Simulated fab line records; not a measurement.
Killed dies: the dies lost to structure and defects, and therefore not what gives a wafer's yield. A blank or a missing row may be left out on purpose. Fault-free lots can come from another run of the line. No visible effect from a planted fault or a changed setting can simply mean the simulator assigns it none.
fab line records | flow nand-harc
record: lots: 15 | wafers: 45 | last-day: 25
route steps=1159 shown A_M1@1048 A_BONDPAD@1070
lots that met no fault: taken from a fault-free run of the same line
start-h: hours from the record's opening day to when the first of the lot's shown wafers began | wait-h: time in hours since the lot's previous step | " repeats the value in the row above | L1.1+2: several wafers, shown together as one row | - either no value or no given start | * or withheld: withheld | < > ~ a bound
route shown NAME@n: NAME is a module with steps in the file, n the number in the route of the first one | usual: mean/standard deviation of fault-free wafers | same: alike in all rows | chamber/n: place in a boat | sites: readings site by site | _std_site: the standard deviation of these | _edge_site: the outer-site mean with the inner-site mean subtracted | radius-mm: for every site, how far away it sits from the centre of the wafer | mask NAME#n: copy n | behind: tool/chamber where the wafer was last shaped | hold: why the lot went on hold/how many hours it stayed there/how the hold came to an end | device: which transistor (n, p or np) failed to switch | end of line: the tests these same wafers got at the end of their route | where a step has no rows: the recipe by itself | killed: dies lost to structure and defects at the first sort, not the wafer's yield | map: a wafer's dies, marking killed ones x, the rest . and places with no die _
set.NAME: the run value of the setting; set.NAME@STEP: its run value at that earlier step | model.NAME: the simulator's own value behind a step, which no gauge read
one table for each step of the route and one row for each wafer, over a sample of lots
services: from which hour (start-h, from the record's first day; less than 0 if before it) a tool's chamber was out of use, for how many hours, and why
== steps ==
step: NHARC_A_M1_PVD_20
recipe: target-thk-a: 50 | bias-v: 168.6 | power-w: 15000 | chamber-pressure-pa: 0.12 | time-s: 8.06 | substrate-temp-c: 50 | material: TaN
usual: throttle-valve-pct: 30.8/1
lot.wafer | tool           | chamber | start-h | wait-h | throttle-valve-pct
L809.2    | pvd-sputter-01 | -       | -       | -      | 30.4
L809.3    | "              | -       | "       | "      | 31.1
L809.1    | "              | -       | "       | "      | 32.0
L810.1    | pvd-sputter-03 | -       | -       | -      | 32.2
L810.3    | "              | -       | "       | "      | 31.5
L810.5    | "              | -       | "       | "      | 31.8
L811.4    | pvd-sputter-02 | -       | -       | -      | 30.3
L811.2    | "              | -       | "       | "      | 32.0
L811.6    | "              | -       | "       | "      | 29.0
L812.2    | pvd-sputter-01 | -       | -       | -      | 32.1
L812.4    | "              | -       | "       | "      | 31.2
L812.5    | "              | -       | "       | "      | 31.7
L815.1    | pvd-sputter-03 | -       | -       | -      | 29.4
L815.6    | "              | -       | "       | "      | 29.5
L815.5    | "              | -       | "       | "      | 32.2
L816.3    | pvd-sputter-03 | -       | -       | -      | 31.8
L816.1    | "              | -       | "       | "      | 29.3
L816.5    | "              | -       | "       | "      | 29.5
L817.4    | pvd-sputter-03 | -       | -       | -      | 29.3
L817.2    | "              | -       | "       | "      | 31.6
L817.5    | "              | -       | "       | "      | 29.3
L818.4    | pvd-sputter-02 | -       | -       | -      | 30.3
L818.1    | "              | -       | "       | "      | 31.9
L818.6    | "              | -       | "       | "      | 28.7
L823.4    | pvd-sputter-02 | -       | -       | -      | 30.5
L823.1    | "              | -       | "       | "      | 28.7
L823.3    | "              | -       | "       | "      | 30.3
L820.3    | pvd-sputter-01 | -       | -       | -      | 32.2
L820.1    | "              | -       | "       | "      | 31.2
L820.6    | "              | -       | "       | "      | 31.2
L822.2    | pvd-sputter-02 | -       | -       | -      | 30.5
L822.3    | "              | -       | "       | "      | 31.8
L822.4    | "              | -       | "       | "      | 30.3
L824.2    | pvd-sputter-01 | -       | -       | -      | 31.2
L824.4    | "              | -       | "       | "      | 32.4
L824.5    | "              | -       | "       | "      | 30.4
L830.4    | pvd-sputter-02 | -       | -       | -      | 31.9
L830.2    | "              | -       | "       | "      | 30.2
L830.6    | "              | -       | "       | "      | 31.6
L831.3    | pvd-sputter-02 | -       | -       | -      | 31.9
L831.1    | "              | -       | "       | "      | 29.0
L831.2    | "              | -       | "       | "      | 30.5
L832.2    | pvd-sputter-02 | -       | -       | -      | 31.9
L832.4    | "              | -       | "       | "      | 29.2
L832.6    | "              | -       | "       | "      | 31.7
step: NHARC_A_M1_ANNEAL_31
recipe: temp-c: 225 | time-s: 90
usual: wafer_temp_C_max: 226.4/0.57
lot.wafer | tool          | chamber | start-h | wait-h | wafer_temp_C_max
L809.1    | rtp-anneal-02 | 0       | 413.00  | 0.3    | 225.8
L809.2    | "             | 0       | "       | "      | 226.1
L809.3    | "             | 0       | "       | "      | 225.9
L810.1    | rtp-anneal-01 | 0       | 413.90  | -      | 227.3
L810.3    | "             | 0       | "       | "      | 226.9
L810.5    | "             | 0       | "       | "      | 227.0
L811.2    | rtp-anneal-01 | 0       | 423.47  | 0.3    | 226.7
L811.4    | "             | 0       | "       | "      | 227.2
L811.6    | "             | 0       | "       | "      | 227.2
L812.2    | rtp-anneal-01 | 0       | 423.78  | 0.4    | 226.9
L812.4    | "             | 0       | "       | "      | 227.7
L812.5    | "             | 0       | "       | "      | 227.2
L815.1    | rtp-anneal-01 | 0       | 444.55  | -      | 226.8
L815.5    | "             | 0       | "       | "      | 226.7
L815.6    | "             | 0       | "       | "      | 226.6
L816.1    | rtp-anneal-01 | 0       | 448.01  | 0.3    | 226.7
L816.3    | "             | 0       | "       | "      | 226.5
L816.5    | "             | 0       | "       | "      | 226.8
L817.2    | rtp-anneal-01 | 0       | 455.53  | 0.4    | 227.2
L817.4    | "             | 0       | "       | "      | 227.4
L817.5    | "             | 0       | "       | "      | 226.4
L818.1    | rtp-anneal-02 | 0       | 455.87  | 0.3    | 226.0
L818.4    | "             | 0       | "       | "      | 225.9
L818.6    | "             | 0       | "       | "      | 225.8
L823.1    | rtp-anneal-02 | 0       | 466.72  | -      | 225.8
L823.3    | "             | 0       | "       | "      | 225.8
L823.4    | "             | 0       | "       | "      | 225.7
L820.1    | rtp-anneal-02 | 0       | 472.48  | -      | 225.7
L820.3    | "             | 0       | "       | "      | 225.9
L820.6    | "             | 0       | "       | "      | 226.2
L822.2    | rtp-anneal-02 | 0       | 478.35  | -      | 225.7
L822.3    | "             | 0       | "       | "      | 225.8
L822.4    | "             | 0       | "       | "      | 226.1
L824.2    | rtp-anneal-02 | 0       | 486.89  | 0.3    | 226.0
L824.4    | "             | 0       | "       | "      | 225.9
L824.5    | "             | 0       | "       | "      | 226.3
L830.2    | rtp-anneal-02 | 0       | 512.50  | -      | 225.8
L830.4    | "             | 0       | "       | "      | 225.7
L830.6    | "             | 0       | "       | "      | 226.1
L831.1    | rtp-anneal-02 | 0       | 528.35  | 0.3    | 226.2
L831.2    | "             | 0       | "       | "      | 225.7
L831.3    | "             | 0       | "       | "      | 225.8
L832.2    | rtp-anneal-01 | 0       | 560.01  | -      | 227.0
L832.4    | "             | 0       | "       | "      | 226.6
L832.6    | "             | 0       | "       | "      | 226.3
step: NHARC_A_BONDPAD_PEB_07
recipe: peb-temp-c: 128 | peb-time-s: 80
usual: chill-plate-temp-C: 23.01/0.11 | exhaust-pa: 45.1/0.86
lot.wafer | tool           | chamber | start-h | wait-h | chill-plate-temp-C | exhaust-pa
L809.1    | litho-track-02 | 0       | 415.66  | 0.1    | 22.82              | 46.4
L809.2    | "              | 0       | "       | "      | 23.03              | 44.9
L809.3    | "              | 0       | "       | "      | 22.93              | 45.9
L810.1    | litho-track-07 | 0       | 416.46  | 0.1    | 22.97              | 45.5
L810.3    | "              | 0       | "       | "      | 22.99              | 46.1
L810.5    | "              | 0       | "       | "      | 22.92              | 45.5
L811.2    | litho-track-02 | 0       | 426.08  | 0.1    | 23.38              | 44.5
L811.4    | "              | 0       | "       | "      | 22.86              | 45.1
L811.6    | "              | 0       | "       | "      | 23.05              | 45.0
L812.2    | litho-track-02 | 0       | 426.42  | 0.1    | 23.17              | 45.6
L812.4    | "              | 0       | "       | "      | 23.13              | 44.2
L812.5    | "              | 0       | "       | "      | 23.19              | 45.2
L815.1    | litho-track-07 | 0       | 447.62  | 0.1    | 23.09              | 45.9
L815.5    | "              | 0       | "       | "      | 22.97              | 45.3
L815.6    | "              | 0       | "       | "      | 23.09              | 45.5
L816.1    | litho-track-05 | 0       | 450.58  | 0.1    | 23.02              | 45.0
L816.3    | "              | 0       | "       | "      | 22.89              | 44.5
L816.5    | "              | 0       | "       | "      | 22.92              | 45.5
L817.2    | litho-track-07 | 0       | 458.04  | 0.1    | 23.11              | 45.1
L817.4    | "              | 0       | "       | "      | 23.01              | 45.3
L817.5    | "              | 0       | "       | "      | 23.01              | 44.6
L818.1    | litho-track-05 | 0       | 458.74  | 0.1    | 23.06              | 44.3
L818.4    | "              | 0       | "       | "      | 22.96              | 43.8
L818.6    | "              | 0       | "       | "      | 23.02              | 45.3
L823.1    | litho-track-02 | 0       | 469.28  | 0.1    | 22.91              | 44.9
L823.3    | "              | 0       | "       | "      | 22.88              | 44.9
L823.4    | "              | 0       | "       | "      | 22.98              | 44.8
L820.1    | litho-track-07 | -       | 475.15  | 0.1    | -                  | -
L820.3    | "              | -       | "       | "      | -                  | -
L820.6    | "              | -       | "       | "      | -                  | -
L822.2    | litho-track-02 | -       | 480.96  | 0.1    | -                  | -
L822.3    | "              | -       | "       | "      | -                  | -
L822.4    | "              | -       | "       | "      | -                  | -
L824.2    | litho-track-02 | -       | 489.49  | 0.1    | -                  | -
L824.4    | "              | -       | "       | "      | -                  | -
L824.5    | "              | -       | "       | "      | -                  | -
L830.2    | litho-track-07 | 0       | 515.00  | 0.1    | 22.77              | 44.8
L830.4    | "              | 0       | "       | "      | 23.12              | 46.2
L830.6    | "              | 0       | "       | "      | 22.90              | 46.1
L831.1    | litho-track-02 | 0       | 530.93  | 0.1    | 23.23              | 45.9
L831.2    | "              | 0       | "       | "      | 23.29              | 45.8
L831.3    | "              | 0       | "       | "      | 23.12              | 45.8
L832.2    | litho-track-05 | 0       | 562.62  | 0.1    | 22.96              | 46.5
L832.4    | "              | 0       | "       | "      | 22.98              | 44.8
L832.6    | "              | 0       | "       | "      | 22.82              | 45.2
step: NHARC_A_BONDPAD_ETCH_12
recipe: target-depth-a: 2200 | time-s: 110 | chf3-flow-sccm: 50 | o2-flow-sccm: 10 | ar-flow-sccm: 200 | rf-w: 500 | bias-w: 200 | chemistry: CHF3/O2
usual: drypump-motor-current-A: 6.1/0.43 | o2-flow-sccm: 10.000/0.029 | oes-product-au: 0.950/0.024 | rf-fwd-power-W: 496.7/1.7 | rf-vpp-V: 370.1/2.4 | showerhead-plenum-p-Torr: 2.38/0.1 | throttle-valve-pct: 20.572/0.0089
lot.wafer | tool        | chamber | start-h | wait-h | drypump-motor-current-A | o2-flow-sccm | oes-product-au | rf-fwd-power-W | rf-hours-counter-h | rf-vpp-V | showerhead-plenum-p-Torr | throttle-valve-pct
L809.3    | rie-diel-02 | 1       | -       | -      | 5.7                     | 9.976        | 0.967          | 496.4          | 2                  | 374.9    | 2.57                     | 20.561
L809.1    | "           | 2       | "       | "      | 6.1                     | 9.976        | 0.947          | 495.0          | 3                  | 369.3    | 2.37                     | 20.577
L809.2    | "           | 3       | "       | "      | 6.3                     | 9.953        | 0.966          | 500.8          | 3                  | 366.8    | 2.25                     | 20.577
L810.3    | rie-diel-02 | 3       | -       | -      | 6.4                     | 9.998        | 0.938          | 497.2          | 3                  | 367.2    | 2.25                     | 20.567
L810.1    | "           | 0       | "       | "      | 6.8                     | 10.006       | 0.911          | 496.5          | 3                  | 368.6    | 2.32                     | 20.571
L810.5    | "           | 3       | "       | "      | 6.4                     | 10.026       | 0.939          | 497.7          | -                  | 367.0    | 2.25                     | 20.568
L811.2    | rie-diel-02 | 3       | -       | -      | 6.4                     | 9.932        | 0.969          | 495.7          | 3                  | 367.4    | 2.25                     | 20.587
L811.4    | "           | 0       | "       | "      | 6.8                     | 10.012       | 0.952          | 495.6          | 3                  | 367.0    | 2.32                     | 20.567
L811.6    | "           | 2       | "       | "      | 6.1                     | 9.987        | 0.985          | 496.0          | -                  | 369.1    | 2.37                     | 20.574
L812.4    | rie-diel-11 | 2       | -       | -      | 5.3                     | 10.024       | 0.923          | 497.9          | 6                  | 372.6    | 2.49                     | 20.559
L812.2    | "           | 3       | "       | "      | 6.0                     | 9.962        | 0.931          | 498.4          | 11                 | 369.2    | 2.34                     | 20.567
L812.5    | "           | 0       | "       | "      | 6.0                     | 9.998        | 0.932          | 495.7          | -                  | 370.1    | 2.39                     | 20.587
L815.1    | rie-diel-02 | 1       | -       | -      | 5.7                     | 10.002       | 0.998          | 498.0          | 4                  | 374.7    | 2.57                     | 20.579
L815.5    | "           | 0       | "       | "      | 6.8                     | 10.030       | 0.962          | 495.6          | -                  | 369.1    | 2.32                     | 20.558
L815.6    | "           | 1       | "       | "      | 5.7                     | 10.018       | 0.990          | 495.1          | -                  | 372.8    | 2.57                     | 20.568
L816.3    | rie-diel-02 | 2       | -       | -      | 6.1                     | 10.032       | 0.955          | 497.3          | 4                  | 370.4    | 2.37                     | 20.570
L816.1    | "           | 3       | "       | "      | 6.4                     | 9.919        | 0.972          | 496.8          | 4                  | 367.4    | 2.25                     | 20.569
L816.5    | "           | 2       | "       | "      | 6.1                     | 10.061       | 0.958          | 495.4          | -                  | 370.4    | 2.37                     | 20.567
L817.2    | rie-diel-02 | 0       | -       | -      | 6.8                     | 10.022       | 0.917          | 496.7          | 4                  | 368.2    | 2.32                     | 20.582
L817.4    | "           | 2       | "       | "      | 6.1                     | 10.018       | 0.926          | 498.4          | 5                  | 368.6    | 2.37                     | 20.574
L817.5    | "           | 1       | "       | "      | 5.7                     | 10.038       | 0.934          | 493.7          | -                  | 373.3    | 2.57                     | 20.546
L818.4    | rie-diel-08 | 2       | -       | -      | 5.6                     | 9.984        | 0.928          | 493.0          | 49                 | 370.2    | 2.43                     | 20.569
L818.1    | "           | 3       | "       | "      | 5.8                     | 10.014       | 0.939          | 495.3          | 57                 | 370.0    | 2.34                     | 20.560
L818.6    | "           | 2       | "       | "      | 5.6                     | 10.004       | 0.931          | 493.9          | -                  | 370.6    | 2.43                     | 20.555
L823.1    | rie-diel-02 | 2       | -       | -      | 6.1                     | 9.975        | 0.984          | 500.0          | 5                  | 370.0    | 2.37                     | 20.577
L823.4    | "           | 3       | "       | "      | 6.4                     | 10.017       | 0.969          | 499.2          | 5                  | 367.8    | 2.25                     | 20.578
L823.3    | "           | 1       | "       | "      | 5.7                     | 10.015       | 0.986          | 496.0          | 5                  | 374.1    | 2.57                     | 20.567
L820.1    | rie-diel-02 | 0       | -       | -      | 6.8                     | 9.985        | 0.915          | 496.0          | 5                  | 369.6    | 2.32                     | 20.564
L820.3    | "           | 1       | "       | "      | 5.7                     | 9.994        | 0.934          | 497.9          | 5                  | 374.3    | 2.57                     | 20.559
L820.6    | "           | 2       | "       | "      | 6.1                     | 9.964        | 0.934          | 498.4          | -                  | 370.8    | 2.37                     | 20.583
L822.4    | rie-diel-02 | 2       | -       | -      | 6.1                     | 9.924        | 0.967          | 495.1          | 6                  | 370.3    | 2.37                     | 20.577
L822.2    | "           | 3       | "       | "      | 6.3                     | 9.990        | 0.982          | 496.3          | 6                  | 368.7    | 2.25                     | 20.564
L822.3    | "           | 0       | "       | "      | 6.8                     | 10.045       | 0.960          | 498.5          | 6                  | 367.9    | 2.32                     | 20.561
L824.2    | rie-diel-08 | 2       | -       | -      | 5.6                     | 10.029       | 0.958          | 495.6          | 0                  | 371.2    | 2.43                     | 20.581
L824.4    | "           | 3       | "       | "      | 5.8                     | 9.986        | 0.972          | 495.3          | 0                  | 369.4    | 2.34                     | 20.573
L824.5    | "           | 2       | "       | "      | 5.5                     | 10.010       | 0.955          | 496.9          | -                  | 371.1    | 2.43                     | 20.579
L830.4    | rie-diel-08 | 3       | -       | -      | 5.8                     | 10.036       | 0.931          | 495.8          | 6                  | 369.1    | 2.33                     | 20.565
L830.2    | "           | 1       | "       | "      | 6.2                     | 10.030       | 0.943          | 498.2          | 8                  | 368.3    | 2.24                     | 20.561
L830.6    | "           | 3       | "       | "      | 5.8                     | 10.033       | 0.927          | 496.4          | -                  | 368.8    | 2.33                     | 20.564
L831.3    | rie-diel-02 | 1       | -       | -      | 5.7                     | 10.001       | 0.988          | 497.3          | 1                  | 374.4    | 2.56                     | 20.564
L831.1    | "           | 3       | "       | "      | 6.4                     | 9.989        | 0.962          | 496.3          | 1                  | 366.5    | 2.25                     | 20.559
L831.2    | "           | 0       | "       | "      | 6.8                     | 10.019       | 0.970          | 495.2          | 1                  | 368.3    | 2.32                     | 20.562
L832.2    | rie-diel-08 | 2       | -       | -      | 5.5                     | 9.950        | 0.918          | 499.6          | 24                 | 371.7    | 2.42                     | 20.579
L832.4    | "           | 3       | "       | "      | 5.8                     | 10.001       | 0.925          | 495.8          | 23                 | 369.0    | 2.33                     | 20.571
L832.6    | "           | 0       | "       | "      | 6.3                     | 9.970        | 0.921          | 498.0          | -                  | 370.3    | 2.38                     | 20.569
== services ==
tool           | chamber | start-h | hours | kind
pvd-sputter-02 | -       | 392.00  | 10.0  | pm
pvd-sputter-02 | -       | 402.93  | 7.5   | repair
rie-diel-08    | 1       | 406.89  | 2.9   | repair
rie-diel-02    | 0       | 410.35  | -     | clean
rie-diel-02    | 1       | 410.35  | -     | clean
rie-diel-02    | 2       | 410.35  | -     | clean
rie-diel-02    | 3       | 410.35  | -     | clean
litho-track-05 | -       | 412.00  | 7.0   | pm
pvd-sputter-03 | -       | 424.48  | 15.2  | repair
rie-diel-02    | 0       | 434.85  | -     | clean
rie-diel-02    | 1       | 434.85  | -     | clean
rie-diel-11    | 0       | 437.48  | 8.0   | repair
pvd-sputter-03 | -       | 458.09  | 10.0  | pm
rie-diel-02    | 3       | 473.50  | 3.8   | repair
rie-diel-08    | -       | 478.84  | 9.0   | pm
pvd-sputter-03 | -       | 480.42  | 8.7   | repair
rie-diel-02    | -       | 504.85  | 9.0   | pm
pvd-sputter-01 | -       | 514.00  | 10.0  | pm
litho-track-02 | -       | 515.00  | 7.0   | pm
pvd-sputter-02 | -       | 521.76  | 2.1   | repair
litho-track-07 | -       | 539.01  | 7.0   | pm
rie-diel-11    | -       | 543.63  | 9.0   | pm
pvd-sputter-03 | -       | 548.06  | 24.0  | repair
rie-diel-11    | -       | 556.85  | 0.2   | repair
== key ==
first-sign: step: NHARC_A_BONDPAD_PEB_07 | reading: tool-record | direction: missing
effect none on later readings
met-at NHARC_A_BONDPAD_PEB_07
struck-lots L820,L822,L824
later-rows-left-out L820.1,L820.3,L820.6,L822.2,L822.3,L822.4,L824.2,L824.4,L824.5
sort-left-out L820.1,L820.3,L820.6,L822.2,L822.3,L822.4,L824.2,L824.4,L824.5
not-acting-at NHARC_A_M1_PVD_20,NHARC_A_M1_ANNEAL_31,NHARC_A_BONDPAD_ETCH_12
onset-between 469.28 475.15
fault: kind: skipped-step-whole | tool: litho-track-02,litho-track-07 | chamber: - | onset-h: 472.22 | steps: NHARC_A_BONDPAD_PEB_07 | scope: struck-lots-only
sort-left-out: the simulated sort isn't trusted on such a fault, so these wafers' sort isn't shown, and their yield isn't known
later-rows-left-out: the simulator's readings of these wafers behind a module that went badly wrong aren't trusted and aren't shown, but for the sort
